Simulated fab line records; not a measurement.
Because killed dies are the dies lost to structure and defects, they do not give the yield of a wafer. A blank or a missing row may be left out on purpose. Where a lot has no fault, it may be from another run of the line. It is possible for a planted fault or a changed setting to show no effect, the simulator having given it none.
The tool behind it: which one? :: flow nandHarc :: 12 lots, 33 wafers sampled, at 5 steps of a route of 1302

WHAT EACH GAUGE READ, for each wafer
NHARC_END_SORT_01. Usual: killedAtArray 46, standard deviation 16; killedAtOther 0.9, standard deviation 1.3; killedAtPeriphery 4.1, standard deviation 3; killedDies 51, standard deviation 17; killedOpen 3.5, standard deviation 1.8; killedShort 2.5, standard deviation 1.8.
lot: L143
measured: day 32 01:20
on: prober-01
killedAtArray: 39 662
killedAtOther: 0 0
killedAtPeriphery: 3 5
killedDies: 42 667
killedOpen: 2 3
killedShort: 2 2
flag: OFF

lot: L144
measured: day 33 01:32
on: prober-02
killedAtArray: 30 649
killedAtOther: 2 0
killedAtPeriphery: 11 6
killedDies: 43 655
killedOpen: 5 5
killedShort: 2 6
flag: OFF

WHAT TOOL EACH LOT RAN ON (gives the tool, then ch and the chambers of the sampled wafers, and finally the start)
lot: L126
NHARC_A_CHANNEL_HOLE_D1_DESCUM_15: rieDiel-13 ch 2,3, day 8 17:44
NHARC_A_CHANNEL_HOLE_D1_ETCH_25: harEtch-01 ch 0,1, day 8 22:07
NHARC_A_CHANNEL_HOLE_D1_ETCH_44: rieDiel-07 ch 1,2, day 8 23:39
NHARC_A_CHANNEL_FILL_D1_ETCHBACK_19: rieSi-02 ch 0,1,3, day 10 00:58

lot: L130
NHARC_A_CHANNEL_HOLE_D1_DESCUM_15: rieDiel-07 ch 0,1,2, day 9 23:44
NHARC_A_CHANNEL_HOLE_D1_ETCH_25: harEtch-02 ch 0,1, day 10 07:07
NHARC_A_CHANNEL_HOLE_D1_ETCH_44: rieDiel-13 ch 0,2, day 10 08:40
NHARC_A_CHANNEL_FILL_D1_ETCHBACK_19: rieSi-03 ch 2,3, day 11 11:50

lot: L132
NHARC_A_CHANNEL_HOLE_D1_DESCUM_15: rieDiel-07 ch 1,2,3, day 11 01:14
NHARC_A_CHANNEL_HOLE_D1_ETCH_25: harEtch-01 ch 0,1, day 11 07:05
NHARC_A_CHANNEL_HOLE_D1_ETCH_44: rieDiel-13 ch 0,1,2, day 11 08:54
NHARC_A_CHANNEL_FILL_D1_ETCHBACK_19: rieSi-02 ch 0,1,3, day 12 11:29

lot: L131
NHARC_A_CHANNEL_HOLE_D1_DESCUM_15: rieDiel-13 ch 2,3, day 11 01:23
NHARC_A_CHANNEL_HOLE_D1_ETCH_25: harEtch-02 ch 0,1, day 11 08:47
NHARC_A_CHANNEL_HOLE_D1_ETCH_44: rieDiel-07 ch 0,2, day 11 10:22
NHARC_A_CHANNEL_FILL_D1_ETCHBACK_19: rieSi-01 ch 1,3, day 12 11:29

lot: L133
NHARC_A_CHANNEL_HOLE_D1_DESCUM_15: rieDiel-07 ch 1,3, day 11 06:33
NHARC_A_CHANNEL_HOLE_D1_ETCH_25: harEtch-01 ch 1, day 11 11:23
NHARC_A_CHANNEL_HOLE_D1_ETCH_44: rieDiel-07 ch 2,3, day 11 13:06
NHARC_A_CHANNEL_FILL_D1_ETCHBACK_19: rieSi-03 ch 0,1, day 12 17:59

lot: L134
NHARC_A_CHANNEL_HOLE_D1_DESCUM_15: rieDiel-07 ch 0,1,3, day 11 23:47
NHARC_A_CHANNEL_HOLE_D1_ETCH_25: harEtch-02 ch 0,1, day 12 03:51
NHARC_A_CHANNEL_HOLE_D1_ETCH_44: rieDiel-07 ch 0,1,3, day 12 05:39
NHARC_A_CHANNEL_FILL_D1_ETCHBACK_19: rieSi-03 ch 1,2,3, day 13 07:32

lot: L137
NHARC_A_CHANNEL_HOLE_D1_DESCUM_15: rieDiel-07 ch 0,2,3, day 12 22:37
NHARC_A_CHANNEL_HOLE_D1_ETCH_25: harEtch-01 ch 0,1, day 13 04:48
NHARC_A_CHANNEL_HOLE_D1_ETCH_44: rieDiel-10 ch 1,2,3, day 13 07:01
NHARC_A_CHANNEL_FILL_D1_ETCHBACK_19: rieSi-01 ch 0,1,2, day 14 11:02

lot: L138
NHARC_A_CHANNEL_HOLE_D1_DESCUM_15: rieDiel-10 ch 0,2, day 13 06:56
NHARC_A_CHANNEL_HOLE_D1_ETCH_25: harEtch-01 ch 0,1, day 13 11:23
NHARC_A_CHANNEL_HOLE_D1_ETCH_44: rieDiel-13 ch 0,1,3, day 13 13:47
NHARC_A_CHANNEL_FILL_D1_ETCHBACK_19: rieSi-03 ch 0,3, day 14 18:56

lot: L139
NHARC_A_CHANNEL_HOLE_D1_DESCUM_15: rieDiel-07 ch 0,1,2, day 13 20:40
NHARC_A_CHANNEL_HOLE_D1_ETCH_25: harEtch-01 ch 0,1, day 14 00:45
NHARC_A_CHANNEL_HOLE_D1_ETCH_44: rieDiel-07 ch 1,3, day 14 02:37
NHARC_A_CHANNEL_FILL_D1_ETCHBACK_19: rieSi-03 ch 0,1,3, day 15 04:05

lot: L142
NHARC_A_CHANNEL_HOLE_D1_DESCUM_15: rieDiel-07 ch 0,1, day 15 08:25
NHARC_A_CHANNEL_HOLE_D1_ETCH_25: harEtch-02 ch 0,1, day 15 15:26
NHARC_A_CHANNEL_HOLE_D1_ETCH_44: rieDiel-07 ch 0,3, day 15 17:09
NHARC_A_CHANNEL_FILL_D1_ETCHBACK_19: rieSi-03 ch 2, day 16 18:35

lot: L143
NHARC_A_CHANNEL_HOLE_D1_DESCUM_15: rieDiel-07 ch 0,3, day 15 12:49
NHARC_A_CHANNEL_HOLE_D1_ETCH_25: harEtch-01 ch 0,1, day 15 17:27
NHARC_A_CHANNEL_HOLE_D1_ETCH_44: rieDiel-07 ch 2,3, day 15 18:44
NHARC_A_CHANNEL_FILL_D1_ETCHBACK_19: rieSi-02 ch 0, day 16 18:35

lot: L144
NHARC_A_CHANNEL_HOLE_D1_DESCUM_15: rieDiel-07 ch 1,2, day 15 23:20
NHARC_A_CHANNEL_HOLE_D1_ETCH_25: harEtch-01 ch 1, day 16 05:51
NHARC_A_CHANNEL_HOLE_D1_ETCH_44: rieDiel-07 ch 0,1, day 16 07:42
NHARC_A_CHANNEL_FILL_D1_ETCHBACK_19: rieSi-02 ch 2, day 17 10:59
- NHARC_A_CHANNEL_HOLE_D1_DESCUM_15: chemistry O2, time 3 s.
- NHARC_A_CHANNEL_HOLE_D1_ETCH_25: etches the open film in C4F8/O2/Ar, time 1040.2 s, target depth 1500 nm.
- NHARC_A_CHANNEL_HOLE_D1_ETCH_44: etches the open film in CF4/O2, target depth 140 nm, overetch 14 nm, time 77 s.
- NHARC_A_CHANNEL_FILL_D1_ETCHBACK_19: etches the open film in HBr/Cl2, target depth 5 nm, time 1.7 s.

WHAT THE TOOLS THEMSELVES READ (means of the sampled wafers that have a number; where no wafer has one, the mark that the record gives instead)
NHARC_A_CHANNEL_HOLE_D1_DESCUM_15. Usual: chamberPressureMTorr 60.00 mTorr, standard deviation 0.048; drypumpMotorCurrentA 5.9 A, standard deviation 0.33; oesProductAu 1.001 a.u., standard deviation 0.0084; rfVppV 57.7 V, standard deviation 0.93; showerheadPlenumPTorr 1.89 Torr, standard deviation 0.081; throttleValvePct 11.312 %, standard deviation 0.0088.
lot: L126
tool: rieDiel-13
chamberPressureMTorr (mTorr): 59.94
drypumpMotorCurrentA (A): 5.4
oesProductAu (a.u.): 1.016
rfVppV (V): 57.0
showerheadPlenumPTorr (Torr): 1.81
throttleValvePct (%): 11.308
flag: 

lot: L130
tool: rieDiel-07
chamberPressureMTorr (mTorr): 60.01
drypumpMotorCurrentA (A): 6.0
oesProductAu (a.u.): 0.994
rfVppV (V): 58.5
showerheadPlenumPTorr (Torr): 1.92
throttleValvePct (%): 11.319
flag: 

lot: L132
tool: rieDiel-07
chamberPressureMTorr (mTorr): 60.02
drypumpMotorCurrentA (A): 6.2
oesProductAu (a.u.): 0.996
rfVppV (V): 57.9
showerheadPlenumPTorr (Torr): 1.93
throttleValvePct (%): 11.315
flag: 

lot: L131
tool: rieDiel-13
chamberPressureMTorr (mTorr): 60.00
drypumpMotorCurrentA (A): 5.3
oesProductAu (a.u.): 0.996
rfVppV (V): 57.6
showerheadPlenumPTorr (Torr): 1.82
throttleValvePct (%): 11.305
flag: 

lot: L133
tool: rieDiel-07
chamberPressureMTorr (mTorr): 59.97
drypumpMotorCurrentA (A): 6.1
oesProductAu (a.u.): 1.000
rfVppV (V): 58.3
showerheadPlenumPTorr (Torr): 1.97
throttleValvePct (%): 11.312
flag: 

lot: L134
tool: rieDiel-07
chamberPressureMTorr (mTorr): 59.98
drypumpMotorCurrentA (A): 5.9
oesProductAu (a.u.): 0.998
rfVppV (V): 57.9
showerheadPlenumPTorr (Torr): 1.90
throttleValvePct (%): 11.306
flag: 

lot: L137
tool: rieDiel-07
chamberPressureMTorr (mTorr): 60.02
drypumpMotorCurrentA (A): 6.0
oesProductAu (a.u.): 0.998
rfVppV (V): 57.4
showerheadPlenumPTorr (Torr): 1.86
throttleValvePct (%): 11.317
flag: 

lot: L138
tool: rieDiel-10
chamberPressureMTorr (mTorr): 59.95
drypumpMotorCurrentA (A): 5.4
oesProductAu (a.u.): 0.998
rfVppV (V): 57.1
showerheadPlenumPTorr (Torr): 1.87
throttleValvePct (%): 11.306
flag: 

lot: L139
tool: rieDiel-07
chamberPressureMTorr (mTorr): 59.99
drypumpMotorCurrentA (A): 6.0
oesProductAu (a.u.): 0.999
rfVppV (V): 57.9
showerheadPlenumPTorr (Torr): 1.92
throttleValvePct (%): 11.319
flag: 

lot: L142
tool: rieDiel-07
chamberPressureMTorr (mTorr): 59.98
drypumpMotorCurrentA (A): 5.8
oesProductAu (a.u.): 0.994
rfVppV (V): 58.1
showerheadPlenumPTorr (Torr): 1.92
throttleValvePct (%): 11.317
flag: 

lot: L143
tool: rieDiel-07
chamberPressureMTorr (mTorr): 59.98
drypumpMotorCurrentA (A): 5.8
oesProductAu (a.u.): 1.003
rfVppV (V): 57.3
showerheadPlenumPTorr (Torr): 1.83
throttleValvePct (%): 11.319
flag: 

lot: L144
tool: rieDiel-07
chamberPressureMTorr (mTorr): 60.04
drypumpMotorCurrentA (A): 6.2
oesProductAu (a.u.): 1.002
rfVppV (V): 57.4
showerheadPlenumPTorr (Torr): 1.97
throttleValvePct (%): 11.308
flag: 

NHARC_A_CHANNEL_HOLE_D1_ETCH_25. Usual: chamberPressureMTorr 19.999 mTorr, standard deviation 0.02; drypumpMotorCurrentA 5.27 A, standard deviation 0.19; showerheadPlenumPTorr 3.65 Torr, standard deviation 0.12; throttleValvePct 32.235 %, standard deviation 0.0096.
lot: L126
tool: harEtch-01
chamberPressureMTorr (mTorr): 19.990
drypumpMotorCurrentA (A): 5.19
showerheadPlenumPTorr (Torr): 3.71
throttleValvePct (%): 32.238
flag: 

lot: L130
tool: harEtch-02
chamberPressureMTorr (mTorr): 20.007
drypumpMotorCurrentA (A): 5.51
showerheadPlenumPTorr (Torr): 3.64
throttleValvePct (%): 32.232
flag: 

lot: L132
tool: harEtch-01
chamberPressureMTorr (mTorr): 19.983
drypumpMotorCurrentA (A): 5.19
showerheadPlenumPTorr (Torr): 3.69
throttleValvePct (%): 32.224
flag: 

lot: L131
tool: harEtch-02
chamberPressureMTorr (mTorr): 20.022
drypumpMotorCurrentA (A): 5.50
showerheadPlenumPTorr (Torr): 3.63
throttleValvePct (%): 32.233
flag: 

lot: L133
tool: harEtch-01
chamberPressureMTorr (mTorr): 20.001
drypumpMotorCurrentA (A): 5.10
showerheadPlenumPTorr (Torr): 3.66
throttleValvePct (%): 32.232
flag: 

lot: L134
tool: harEtch-02
chamberPressureMTorr (mTorr): 20.011
drypumpMotorCurrentA (A): 5.36
showerheadPlenumPTorr (Torr): 3.52
throttleValvePct (%): 32.233
flag: 

lot: L137
tool: harEtch-01
chamberPressureMTorr (mTorr): 19.993
drypumpMotorCurrentA (A): 5.19
showerheadPlenumPTorr (Torr): 3.68
throttleValvePct (%): 32.238
flag: 

lot: L138
tool: harEtch-01
chamberPressureMTorr (mTorr): 19.985
drypumpMotorCurrentA (A): 5.19
showerheadPlenumPTorr (Torr): 3.68
throttleValvePct (%): 32.240
flag: 

lot: L139
tool: harEtch-01
chamberPressureMTorr (mTorr): 19.993
drypumpMotorCurrentA (A): 5.19
showerheadPlenumPTorr (Torr): 3.67
throttleValvePct (%): 32.231
flag: 

lot: L142
tool: harEtch-02
chamberPressureMTorr (mTorr): 20.005
drypumpMotorCurrentA (A): 5.44
showerheadPlenumPTorr (Torr): 3.55
throttleValvePct (%): 32.246
flag: 

lot: L143
tool: harEtch-01
chamberPressureMTorr (mTorr): 19.978
drypumpMotorCurrentA (A): 5.17
showerheadPlenumPTorr (Torr): 3.66
throttleValvePct (%): 32.230
flag: 

lot: L144
tool: harEtch-01
chamberPressureMTorr (mTorr): 20.003
drypumpMotorCurrentA (A): 5.08
showerheadPlenumPTorr (Torr): 3.63
throttleValvePct (%): 32.252
flag: 

NHARC_A_CHANNEL_HOLE_D1_ETCH_44. Usual: chamberPressureMTorr 30.000 mTorr, standard deviation 0.025; drypumpMotorCurrentA 5.9 A, standard deviation 0.35; oesProductAu 1.002 a.u., standard deviation 0.0089; rfVppV 197.4 V, standard deviation 1.3; showerheadPlenumPTorr 1.32 Torr, standard deviation 0.049; throttleValvePct 13.399 %, standard deviation 0.0094.
lot: L126
tool: rieDiel-07
chamberPressureMTorr (mTorr): 29.985
drypumpMotorCurrentA (A): 6.2
oesProductAu (a.u.): 0.994
rfVppV (V): 199.1
showerheadPlenumPTorr (Torr): 1.39
throttleValvePct (%): 13.403
flag: 

lot: L130
tool: rieDiel-13
chamberPressureMTorr (mTorr): 29.991
drypumpMotorCurrentA (A): 5.6
oesProductAu (a.u.): 0.997
rfVppV (V): 197.0
showerheadPlenumPTorr (Torr): 1.29
throttleValvePct (%): 13.407
flag: 

lot: L132
tool: rieDiel-13
chamberPressureMTorr (mTorr): 29.977
drypumpMotorCurrentA (A): 5.7
oesProductAu (a.u.): 0.997
rfVppV (V): 197.8
showerheadPlenumPTorr (Torr): 1.32
throttleValvePct (%): 13.400
flag: 

lot: L131
tool: rieDiel-07
chamberPressureMTorr (mTorr): 30.010
drypumpMotorCurrentA (A): 5.8
oesProductAu (a.u.): 1.001
rfVppV (V): 197.3
showerheadPlenumPTorr (Torr): 1.29
throttleValvePct (%): 13.402
flag: 

lot: L133
tool: rieDiel-07
chamberPressureMTorr (mTorr): 29.988
drypumpMotorCurrentA (A): 6.2
oesProductAu (a.u.): 1.001
rfVppV (V): 198.2
showerheadPlenumPTorr (Torr): 1.32
throttleValvePct (%): 13.393
flag: 

lot: L134
tool: rieDiel-07
chamberPressureMTorr (mTorr): 29.989
drypumpMotorCurrentA (A): 5.9
oesProductAu (a.u.): 1.007
rfVppV (V): 197.8
showerheadPlenumPTorr (Torr): 1.32
throttleValvePct (%): 13.396
flag: 

lot: L137
tool: rieDiel-10
chamberPressureMTorr (mTorr): 30.016
drypumpMotorCurrentA (A): 5.5
oesProductAu (a.u.): 0.998
rfVppV (V): 196.7
showerheadPlenumPTorr (Torr): 1.31
throttleValvePct (%): 13.394
flag: 

lot: L138
tool: rieDiel-13
chamberPressureMTorr (mTorr): 29.981
drypumpMotorCurrentA (A): 5.8
oesProductAu (a.u.): 1.008
rfVppV (V): 196.3
showerheadPlenumPTorr (Torr): 1.31
throttleValvePct (%): 13.388
flag: 

lot: L139
tool: rieDiel-07
chamberPressureMTorr (mTorr): 30.002
drypumpMotorCurrentA (A): 6.1
oesProductAu (a.u.): 0.999
rfVppV (V): 198.3
showerheadPlenumPTorr (Torr): 1.37
throttleValvePct (%): 13.392
flag: 

lot: L142
tool: rieDiel-07
chamberPressureMTorr (mTorr): 29.999
drypumpMotorCurrentA (A): 5.8
oesProductAu (a.u.): 0.966
rfVppV (V): 195.9
showerheadPlenumPTorr (Torr): 1.27
throttleValvePct (%): 13.402
flag: OFF

lot: L143
tool: rieDiel-07
chamberPressureMTorr (mTorr): 29.970
drypumpMotorCurrentA (A): 6.2
oesProductAu (a.u.): 0.970
rfVppV (V): 195.9
showerheadPlenumPTorr (Torr): 1.31
throttleValvePct (%): 13.383
flag: OFF

lot: L144
tool: rieDiel-07
chamberPressureMTorr (mTorr): 30.013
drypumpMotorCurrentA (A): 5.8
oesProductAu (a.u.): 0.962
rfVppV (V): 198.1
showerheadPlenumPTorr (Torr): 1.34
throttleValvePct (%): 13.395
flag: OFF

NHARC_A_CHANNEL_FILL_D1_ETCHBACK_19. Usual: chamberPressureMTorr 15.001 mTorr, standard deviation 0.013; drypumpMotorCurrentA 5.8 A, standard deviation 0.58; oesProductAu 0.997 a.u., standard deviation 0.011; throttleValvePct 26.407 %, standard deviation 0.008.
lot: L126
tool: rieSi-02
chamberPressureMTorr (mTorr): 15.007
drypumpMotorCurrentA (A): 5.4
oesProductAu (a.u.): 0.998
throttleValvePct (%): 26.409
flag: 

lot: L130
tool: rieSi-03
chamberPressureMTorr (mTorr): 15.009
drypumpMotorCurrentA (A): 5.8
oesProductAu (a.u.): 1.003
throttleValvePct (%): 26.409
flag: 

lot: L132
tool: rieSi-02
chamberPressureMTorr (mTorr): 15.009
drypumpMotorCurrentA (A): 5.4
oesProductAu (a.u.): 1.013
throttleValvePct (%): 26.405
flag: 

lot: L131
tool: rieSi-01
chamberPressureMTorr (mTorr): 15.004
drypumpMotorCurrentA (A): 5.6
oesProductAu (a.u.): 1.012
throttleValvePct (%): 26.410
flag: 

lot: L133
tool: rieSi-03
chamberPressureMTorr (mTorr): 15.008
drypumpMotorCurrentA (A): 5.6
oesProductAu (a.u.): 0.993
throttleValvePct (%): 26.410
flag: 

lot: L134
tool: rieSi-03
chamberPressureMTorr (mTorr): 15.015
drypumpMotorCurrentA (A): 5.7
oesProductAu (a.u.): 0.986
throttleValvePct (%): 26.396
flag: 

lot: L137
tool: rieSi-01
chamberPressureMTorr (mTorr): 14.978
drypumpMotorCurrentA (A): 6.3
oesProductAu (a.u.): 1.003
throttleValvePct (%): 26.413
flag: 

lot: L138
tool: rieSi-03
chamberPressureMTorr (mTorr): 14.987
drypumpMotorCurrentA (A): 6.0
oesProductAu (a.u.): 0.985
throttleValvePct (%): 26.407
flag: 

lot: L139
tool: rieSi-03
chamberPressureMTorr (mTorr): 14.994
drypumpMotorCurrentA (A): 5.8
oesProductAu (a.u.): 0.986
throttleValvePct (%): 26.402
flag: 

lot: L142
tool: rieSi-03
chamberPressureMTorr (mTorr): 14.997
drypumpMotorCurrentA (A): 5.8
oesProductAu (a.u.): 0.993
throttleValvePct (%): 26.410
flag: 

lot: L143
tool: rieSi-02
chamberPressureMTorr (mTorr): 14.997
drypumpMotorCurrentA (A): 5.2
oesProductAu (a.u.): 0.992
throttleValvePct (%): 26.406
flag: 

lot: L144
tool: rieSi-02
chamberPressureMTorr (mTorr): 14.994
drypumpMotorCurrentA (A): 5.7
oesProductAu (a.u.): 1.017
throttleValvePct (%): 26.392
flag: 

THE ANSWER, worked out from the rows above alone
Rule: a lot counts as off when the mean over its wafers that have a number is more than 3 standard deviations away from the usual mean. Also off: a lot with no number at a reading for which 4 or more lots have one. The other lots that the step has rows for count as sound. First the gauges in route order, then the tools' own readings, where a lot's mean is used as printed above. At the first step where some lot is off, the reading lying furthest off is the one used; lots without a number count as furthest.
Off: L143, L144, at NHARC_END_SORT_01 (killedAtArray). Neither off nor sound, because the step has no rows for them: L126, L130, L132, L131, L133, L134, L137, L138, L139, L142.
A tool fits if, at a process step before that reading, it ran every lot that is off, and no sound lot after the first of them. Not tried: the gauges at NHARC_END_SORT_01; whatever is off there is also off at NHARC_A_CHANNEL_HOLE_D1_ETCH_44, on other tools, and gauge error can't account for it. Can't be told from this: 3 tools fit, rieDiel-07 at NHARC_A_CHANNEL_HOLE_D1_DESCUM_15 and NHARC_A_CHANNEL_HOLE_D1_ETCH_44, harEtch-01 at NHARC_A_CHANNEL_HOLE_D1_ETCH_25, rieSi-02 at NHARC_A_CHANNEL_FILL_D1_ETCHBACK_19.

WHAT THE SIMULATOR HAD PUT IN
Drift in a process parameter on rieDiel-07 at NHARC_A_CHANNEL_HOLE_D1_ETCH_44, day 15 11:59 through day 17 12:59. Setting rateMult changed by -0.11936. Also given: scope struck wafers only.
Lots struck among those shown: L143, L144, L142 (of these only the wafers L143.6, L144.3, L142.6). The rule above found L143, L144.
